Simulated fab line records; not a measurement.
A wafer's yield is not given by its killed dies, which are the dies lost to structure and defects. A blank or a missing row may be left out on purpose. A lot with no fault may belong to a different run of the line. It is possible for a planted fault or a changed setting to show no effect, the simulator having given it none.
fab line records	flow n5_finfet
record: lots: 5	wafers: 15	last_day: 18
route steps=1938 shown SD_EPI_P@326 SD_ACTIVATION@330 ILD0@335
lots that met no fault: taken from a fault-free run of the same line
start_h: hours from the record's opening day to when the first of the lot's shown wafers began	wait_h: how many hours have passed since the lot's step before this one	" as in the row above	L1.1+2: several wafers, shown together as one row	- no value present, or no start provided	* or withheld: withheld	< > ~ a bound
route shown NAME@n: NAME is a module with steps in the file, n the number in the route of the first one	usual: mean/standard deviation of fault-free wafers	same: alike in all rows	chamber/n: place in a boat	sites: per-site readings	_std_site: the values' standard deviation	_edge_site: mean of outer sites minus mean of inner sites	radius_mm: how far each site lies from the wafer's centre	mask NAME#n: copy n	behind: the last tool/chamber to shape the wafer	hold: cause of the lot's hold/its duration in hours/its outcome	device: transistor that didn't switch, given as n, p or np	end of line: the same wafers' tests at the end of the route	a step given without rows: its recipe and nothing more	killed: dies lost to structure and defects at the first sort, not the wafer's yield	map: a wafer's dies, marking killed ones x, the rest . and places with no die _
set.NAME: the setting as run; set.NAME@STEP: as run at that earlier step	model.NAME: the simulator's own value behind a step, which no gauge read
lots at selected steps of the route; one table per step, one row per wafer
services: from which hour (start_h, from the record's first day; less than 0 if before it) a tool's chamber was out of use, for how many hours, and why
== steps ==
step: N5_SD_EPI_P_PRECLEAN_32
recipe: chemistry: dHF	time_s: 10	dilution: 500:1	temp_c: 25
usual: temp_c: 24.99/0.13
lot.wafer	tool	chamber	start_h	wait_h	temp_c
L078.1	wet_bench-06	1	81.54	0.0	25.00
L078.2	"	7	"	"	25.01
L078.3	"	2	"	"	25.03
L079.1	wet_bench-02	4	86.90	0.0	25.05
L079.4	"	3	"	"	25.04
L079.5	"	5	"	"	25.10
L081.3	wet_bench-06	4	100.73	0.0	24.93
L081.4	"	7	"	"	24.96
L081.5	"	6	"	"	25.18
L082.1	wet_bench-02	4	109.91	0.0	24.83
L082.3	"	2	"	"	25.15
L082.6	"	3	"	"	24.81
L097.1	wet_bench-01	5	199.87	0.0	24.88
L097.3	"	7	"	"	25.11
L097.6	"	6	"	"	25.19
step: N5_SD_EPI_P_PRECLEAN_33
recipe: chemistry: SC2	time_s: 45	temp_c: 35	mix: 1:1:50
usual: temp_c: 34.99/0.11
lot.wafer	tool	chamber	start_h	wait_h	temp_c
L078.1	wet_bench-06	1	81.54	0.0	34.83
L078.2	"	7	"	"	35.06
L078.3	"	2	"	"	34.96
L079.1	wet_bench-02	4	86.91	0.0	34.93
L079.4	"	3	"	"	34.91
L079.5	"	5	"	"	34.88
L081.3	wet_bench-06	4	100.74	0.0	34.94
L081.4	"	7	"	"	34.97
L081.5	"	6	"	"	34.79
L082.1	wet_bench-02	4	109.91	0.0	35.07
L082.3	"	2	"	"	35.10
L082.6	"	3	"	"	34.91
L097.1	wet_bench-01	5	199.87	0.0	34.84
L097.3	"	7	"	"	35.16
L097.6	"	6	"	"	35.04
step: N5_SD_EPI_P_SRD_25
recipe: time_s: 30	temp_c: 23	rinse_liquid: diw	dry: ipa_marangoni
usual: temp_c: 22.99/0.092
lot.wafer	tool	chamber	start_h	wait_h	temp_c
L078.1	wet_bench-06	1	81.55	0.0	22.92
L078.2	"	7	"	"	23.00
L078.3	"	2	"	"	23.08
L079.1	wet_bench-02	4	86.92	0.0	23.05
L079.4	"	3	"	"	23.07
L079.5	"	5	"	"	23.01
L081.3	wet_bench-06	4	100.75	0.0	22.84
L081.4	"	7	"	"	22.89
L081.5	"	6	"	"	22.85
L082.1	wet_bench-02	4	109.92	0.0	23.08
L082.3	"	2	"	"	23.05
L082.6	"	3	"	"	22.94
L097.1	wet_bench-01	5	199.88	0.0	23.01
L097.3	"	7	"	"	22.85
L097.6	"	6	"	"	22.93
step: N5_SD_EPI_P_INSPECT_26
recipe: inspect_instrument: darkfield	mode: post_epi
usual: raw_defect_count: 185/37
lot.wafer	tool	chamber	start_h	wait_h	raw_defect_count
L078.1	defect_inspect-02	-	81.59	0.0	176
L078.2	"	-	"	"	195
L078.3	"	-	"	"	148
L079.1	defect_inspect-01	-	86.96	0.0	184
L079.4	"	-	"	"	240
L079.5	"	-	"	"	239
L081.3	defect_inspect-01	-	100.79	0.0	116
L081.4	"	-	"	"	164
L081.5	"	-	"	"	146
L082.1	defect_inspect-01	-	109.96	0.0	166
L082.3	"	-	"	"	215
L082.6	"	-	"	"	213
L097.1	defect_inspect-01	-	199.92	0.0	179
L097.3	"	-	"	"	173
L097.6	"	-	"	"	143
step: N5_SD_ACTIVATION_RTA_00
recipe: temp_c: 975	time_s: 0	ambient: N2	idle_temp_c: 600	ramp_up_c_per_s: 150	ramp_down_c_per_s: 60	cool_to_c: 600
usual: lamp_power_pct: 8.95/0.056	lamp_zone_3_pct: 8.949/0.029	wafer_temp_C_max: 975.1/1.8
lot.wafer	tool	chamber	start_h	wait_h	lamp_power_pct	lamp_zone_3_pct	wafer_temp_C_max
L078.1	rtp_anneal-01	0	81.62	0.0	8.85	8.930	976.6
L078.2	"	0	"	"	8.90	8.950	976.0
L078.3	"	0	"	"	8.92	8.958	974.0
L079.1	rtp_anneal-01	0	86.99	0.0	8.90	9.007	973.8
L079.4	"	0	"	"	8.95	8.986	976.6
L079.5	"	0	"	"	8.79	8.975	974.4
L081.3	rtp_anneal-01	0	101.14	0.3	8.98	8.907	977.2
L081.4	"	0	"	"	8.96	9.019	975.2
L081.5	"	0	"	"	9.02	8.944	971.8
L082.1	rtp_anneal-01	0	109.99	0.0	8.98	8.998	977.9
L082.3	"	0	"	"	8.93	8.961	976.5
L082.6	"	0	"	"	8.90	8.951	974.9
L097.1	rtp_anneal-02	0	199.95	0.0	8.93	8.931	978.8
L097.3	"	0	"	"	8.91	8.973	977.9
L097.6	"	0	"	"	8.95	8.956	977.1
step: N5_SD_ACTIVATION_LSA_01
recipe: temp_c: 1080	time_s: 0.0008	ambient: N2
usual: wafer_temp_C_max: 1085.2/1.2
lot.wafer	tool	chamber	start_h	wait_h	wafer_temp_C_max
L078.1	laser_anneal-01	0	81.82	0.2	1084.5
L078.2	"	0	"	"	1083.4
L078.3	"	0	"	"	1086.5
L079.1	laser_anneal-01	0	87.19	0.2	1088.7
L079.4	"	0	"	"	1085.1
L079.5	"	0	"	"	1085.0
L081.3	laser_anneal-01	0	101.34	0.2	1086.1
L081.4	"	0	"	"	1085.3
L081.5	"	0	"	"	1084.0
L082.1	laser_anneal-02	0	110.19	0.2	1084.5
L082.3	"	0	"	"	1084.5
L082.6	"	0	"	"	1086.2
L097.1	laser_anneal-02	0	201.76	1.8	1086.2
L097.3	"	0	"	"	1082.6
L097.6	"	0	"	"	1085.4
step: N5_SD_ACTIVATION_RS_MEAS_03
recipe: thk_meas_gauge: four-point-probe
usual: RS_SD_N: 21.85/0.29	RS_SD_P: 56.4/1.1
lot.wafer	tool	chamber	start_h	wait_h	RS_SD_N[ohm/sq]	RS_SD_P[ohm/sq]
L078.1	film_metro-01	-	82.03	0.2	21.68	56.2
L078.2	"	-	"	"	21.54	56.0
L078.3	"	-	"	"	22.08	55.8
L079.1	film_metro-01	-	87.39	0.2	21.88	59.0
L079.4	"	-	"	"	21.58	58.6
L079.5	"	-	"	"	21.81	58.5
L081.3	film_metro-01	-	101.53	0.2	21.53	56.9
L081.4	"	-	"	"	21.70	57.0
L081.5	"	-	"	"	21.54	57.6
L082.1	film_metro-01	-	110.40	0.2	21.75	55.5
L082.3	"	-	"	"	22.20	56.7
L082.6	"	-	"	"	21.57	56.1
L097.1	film_metro-02	-	201.98	0.2	21.63	55.7
L097.3	"	-	"	"	21.76	55.8
L097.6	"	-	"	"	21.86	56.5
step: N5_SD_ACTIVATION_INSPECT_02
recipe: inspect_instrument: darkfield	mode: post_anneal
usual: raw_defect_count: 183/36
lot.wafer	tool	chamber	start_h	wait_h	raw_defect_count
L078.1	defect_inspect-01	-	82.35	0.2	165
L078.2	"	-	"	"	189
L078.3	"	-	"	"	142
L079.1	defect_inspect-02	-	87.71	0.2	199
L079.4	"	-	"	"	276
L079.5	"	-	"	"	274
L081.3	defect_inspect-01	-	101.82	0.1	120
L081.4	"	-	"	"	174
L081.5	"	-	"	"	142
L082.1	defect_inspect-02	-	110.72	0.2	196
L082.3	"	-	"	"	231
L082.6	"	-	"	"	231
L097.1	defect_inspect-01	-	202.30	0.2	179
L097.3	"	-	"	"	157
L097.6	"	-	"	"	157
step: N5_ILD0_LINER_00
recipe: material: SiNx	target_thk_a: 40	temp_c: 400	ald_precursor_family: SiH2I2	ald_co_reactant: N2/H2-plasma	pulse_time_s: 1	purge_time_s: 2	co_reactant_purge_time_s: 2	ald_cycles: 80	pressure_torr: 2
usual: heater_power_outer_w: 537/53	heater_power_w: 867/65	precursor_pulse_height_rel: 0.999/0.02
lot.wafer	tool	chamber	start_h	wait_h	heater_power_outer_w	heater_power_w	precursor_pulse_height_rel
L078.1	ald_sin-02	3	82.38	0.0	616	835	0.977
L078.2	"	0	"	"	505	844	1.028
L078.3	"	2	"	"	536	932	0.988
L079.1	ald_sin-02	2	87.88	0.2	554	918	1.008
L079.4	"	3	"	"	604	858	1.002
L079.5	"	2	"	"	547	909	1.000
L081.3	ald_sin-03	2	101.85	0.0	650	1027	1.001
L081.4	"	0	"	"	507	890	0.992
L081.5	"	3	"	"	496	770	0.986
L082.1	ald_sin-04	1	110.76	0.0	523	832	0.985
L082.3	"	2	"	"	570	897	0.986
L082.6	"	2	"	"	574	930	0.962
L097.1	ald_sin-02	3	202.34	0.0	619	867	0.985
L097.3	"	2	"	"	531	918	0.999
L097.6	"	2	"	"	537	916	1.019
step: N5_ILD0_FCVD_FILL_01
recipe: material: SiO2_flowable	target_thk_a: 2000	temp_c: 100	pressure_torr: 0.8	rf_w: 2000	time_s: 328.3
lot.wafer	tool	chamber	start_h	wait_h
L078.1+2+3	fcvd-02	0,1,1	82.80	0.2
L079.1+4+5	fcvd-02	0	88.29	0.2
L081.3+4+5	fcvd-02	0,1,0	102.39	0.3
L082.1+3+6	fcvd-01	1,0,1	111.18	0.2
L097.1+3+6	fcvd-02	0	202.77	0.2
step: N5_ILD0_CURE_02
recipe: temp_c: 450	time_s: 1800	ambient: steam	idle_temp_c: 400	ramp_up_c_per_min: 5	ramp_down_c_per_min: 3	densification_p_h2o_torr: 640
usual: densification_p_h2o_torr: 639.7/1.2	spike_tc_centre_C: 450.4/1.4	tube_center_temp_C_max: 451.15/0.2	zone_power_upper_pct: 5.8/0.48
lot.wafer	tool	chamber	start_h	wait_h	densification_p_h2o_torr	spike_tc_centre_C	tube_center_temp_C_max	zone_power_upper_pct
L078.1	furnace-03	0	83.19	0.3	641.8	448.4	451.09	5.6
L078.2	"	0	"	"	640.2	449.8	451.03	5.7
L078.3	"	0	"	"	643.2	449.2	451.26	5.6
L079.1	furnace-03	0	88.69	0.3	638.6	449.7	451.12	5.7
L079.4	"	0	"	"	639.1	447.9	451.15	5.6
L079.5	"	0	"	"	637.1	448.6	451.07	5.5
L081.3	furnace-02	0	102.66	0.2	638.8	450.0	451.06	6.4
L081.4	"	0	"	"	638.6	450.6	451.28	6.4
L081.5	"	0	"	"	638.7	453.3	451.01	6.4
L082.1	furnace-02	0	111.57	0.3	638.5	452.4	451.05	6.4
L082.3	"	0	"	"	640.6	452.4	451.24	6.4
L082.6	"	0	"	"	640.1	451.9	451.31	6.4
L097.1	furnace-01	0	203.52	0.6	641.3	448.6	451.24	5.2
L097.3	"	0	"	"	639.9	449.9	451.16	5.2
L097.6	"	0	"	"	640.9	450.4	451.31	5.1
step: N5_ILD0_CMP_03
recipe: stop_on: SiNx	t_overpolish_s: 1.9	post_cmp_clean: alkaline_brush	down_force_psi: 4.1491	platen_rpm: 51.796	pad_velocity_m_s: 1.0306	target_thk_nm: 197.38
usual: head_pressure_psi: 4.149/0.0092	motor_current_A: 12.1/1	overpolish_run_s: 1.901/0.0094	platen_rpm: 51.79/0.036	time_to_endpoint_s: 71/3.6
lot.wafer	tool	chamber	start_h	wait_h	head_pressure_psi	motor_current_A	overpolish_run_s	platen_rpm	time_to_endpoint_s
L078.3	cmp-01	2	84.91	0.2	4.142	13.0	1.917	51.80	68
L078.1	"	3	"	"	4.162	11.1	1.910	51.75	74
L078.2	"	0	"	"	4.153	14.0	1.907	51.80	70
L079.4	cmp-03	1	90.32	0.1	4.152	11.9	1.905	51.83	75
L079.1	"	2	"	"	4.147	12.4	1.893	51.74	73
L079.5	"	3	"	"	4.138	12.6	1.901	51.82	76
L081.4	cmp-01	0	104.27	0.1	4.139	13.9	1.902	51.80	70
L081.3	"	2	"	"	4.143	12.7	1.896	51.82	70
L081.5	"	0	"	"	4.157	13.4	1.895	51.82	68
L082.3	cmp-03	2	113.13	0.0	4.152	11.8	1.896	51.78	74
L082.1	"	3	"	"	4.152	11.5	1.889	51.77	71
L082.6	"	3	"	"	4.168	11.8	1.890	51.74	73
L097.1	cmp-02	1	205.12	0.1	4.150	11.4	1.899	51.75	69
L097.3	"	2	"	"	4.147	12.1	1.914	51.82	65
L097.6	"	0	"	"	4.153	12.9	1.910	51.78	68
step: N5_ILD0_THK_MEAS_04
usual: thk_nm: 197.5/0.96
lot.wafer	tool	chamber	start_h	wait_h	thk_nm
L078.1	film_metro-02	-	85.17	-	196.4
L078.2	"	-	"	"	198.1
L078.3	"	-	"	"	195.2
L079.1	film_metro-01	-	90.53	-	196.6
L079.4	"	-	"	"	196.8
L079.5	"	-	"	"	202.0
L081.3	film_metro-02	-	104.52	-	197.9
L081.4	"	-	"	"	196.7
L081.5	"	-	"	"	198.0
L082.1	film_metro-01	-	113.42	-	198.1
L082.3	"	-	"	"	197.6
L082.6	"	-	"	"	196.7
L097.1	film_metro-01	-	205.37	-	197.2
L097.3	"	-	"	"	197.3
L097.6	"	-	"	"	197.0
== services ==
tool	chamber	start_h	hours	kind
fcvd-02	1	66.98	7.8	repair
laser_anneal-02	-	72.71	15.0	pm
ald_sin-04	0	85.29	1.9	repair
wet_bench-06	-	87.29	0.5	repair
laser_anneal-01	-	98.07	1.9	pm
rtp_anneal-02	-	111.10	4.5	pm
ald_sin-02	0	120.69	7.7	repair
fcvd-02	0	122.56	11.1	repair
cmp-03	-	140.57	2.4	repair
cmp-02	-	150.80	4.0	pm
cmp-02	-	154.80	-	consumable_replace:conditioner
cmp-02	-	154.80	-	consumable_replace:pad
cmp-03	-	155.77	4.0	pm
fcvd-01	1	175.65	6.7	repair
ald_sin-04	-	176.80	14.0	pm
ald_sin-04	0	176.80	14.0	vent_cycle
ald_sin-04	1	176.80	14.0	vent_cycle
ald_sin-04	2	176.80	14.0	vent_cycle
ald_sin-04	3	176.80	14.0	vent_cycle
fcvd-02	1	185.62	-	clean
fcvd-02	1	185.62	18.0	scheduled_down
fcvd-02	1	185.62	18.0	vent_cycle
fcvd-02	-	191.55	0.6	repair
laser_anneal-01	-	198.84	4.5	repair
== key ==
fault none
